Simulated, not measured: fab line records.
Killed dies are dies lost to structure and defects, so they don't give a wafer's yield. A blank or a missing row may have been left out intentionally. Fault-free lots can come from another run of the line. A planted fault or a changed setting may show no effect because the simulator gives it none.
Chamber matching	flow nand harc	4 sister chambers for NHARC_A_STAIRCASE_TRIM_12 on rie diel-13
The step chemistry O2, time 211.2 s. 20 wafers are shown with their chamber, then 10 later ones without.

## WAFERS PAIRED WITH THEIR CHAMBERS
wafer	chamber	drypump motor current A (A)	showerhead plenum p Torr (Torr)	oes product au (a.u.)
L075.2	0	5.3	3.65	0.985
L075.3	3	5.8	3.29	1.001
L075.5	1	5.4	3.58	0.998
L080.2	2	5.5	3.31	0.996
L080.5	1	5.4	3.58	1.001
L080.6	2	5.5	3.31	1.003
L081.2	1	5.4	3.57	0.994
L081.4	3	5.8	3.28	1.018
L081.6	3	5.8	3.28	1.014
L085.2	3	5.8	3.81	1.003
L085.3	0	5.4	3.64	0.994
L085.4	2	5.5	3.31	0.999
L086.1	2	5.5	3.30	1.011
L086.3	3	5.8	3.80	1.010
L086.4	1	5.4	3.57	1.010
L088.2	3	5.8	3.80	0.998
L088.5	1	5.4	3.57	0.999
L088.6	2	5.5	3.30	0.996
L090.2	3	5.8	3.80	0.983
L090.5	2	5.5	3.30	0.989

SIGNATURES (averages over the wafers above)
reading	chamber 0	chamber 1	chamber 2	chamber 3	scatter within a chamber
drypump motor current A	5.350	5.400	5.500	5.800	0.0177
showerhead plenum p Torr	3.6450	3.5740	3.3050	3.5800	0.17
oes product au	0.98950	1.00040	0.99900	1.00386	0.00894
Rule: distance of a wafer from a chamber = root of the sum over the readings of ((wafer's reading minus chamber's mean) / reading's scatter) squared. The wafer belongs to the nearest chamber; if the next one is less than 2 further off, it can't be placed. The scatter: the root of (the sum of the squares of (reading less its chamber's mean) over the shown wafers, divided by (wafers less chambers)).

## WAFERS WITH NO CHAMBER GIVEN
wafer	drypump motor current A (A)	showerhead plenum p Torr (Torr)	oes product au (a.u.)
L090.6	5.8	3.80	0.998
L092.2	5.8	3.80	1.006
L092.3	5.4	3.63	0.994
L092.6	5.4	3.63	1.010
L093.2	5.3	3.63	1.004
L093.3	5.5	3.30	0.987
L093.5	5.5	3.30	0.993
L095.1	5.8	3.79	1.005
L095.2	5.3	3.62	0.998
L095.4	5.4	3.56	1.012

## WHICH CHAMBER EACH WENT THROUGH
wafer	from the rows above	in truth
L090.6	3	3
L092.2	3	3
L092.3	1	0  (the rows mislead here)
L092.6	1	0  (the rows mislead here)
L093.2	0	0
L093.3	2	2
L093.5	2	2
L095.1	3	3
L095.2	0	0
L095.4	1	1
8 of 10 placed correctly. From these rows, 0 cannot be placed. Placed wrongly: 2.
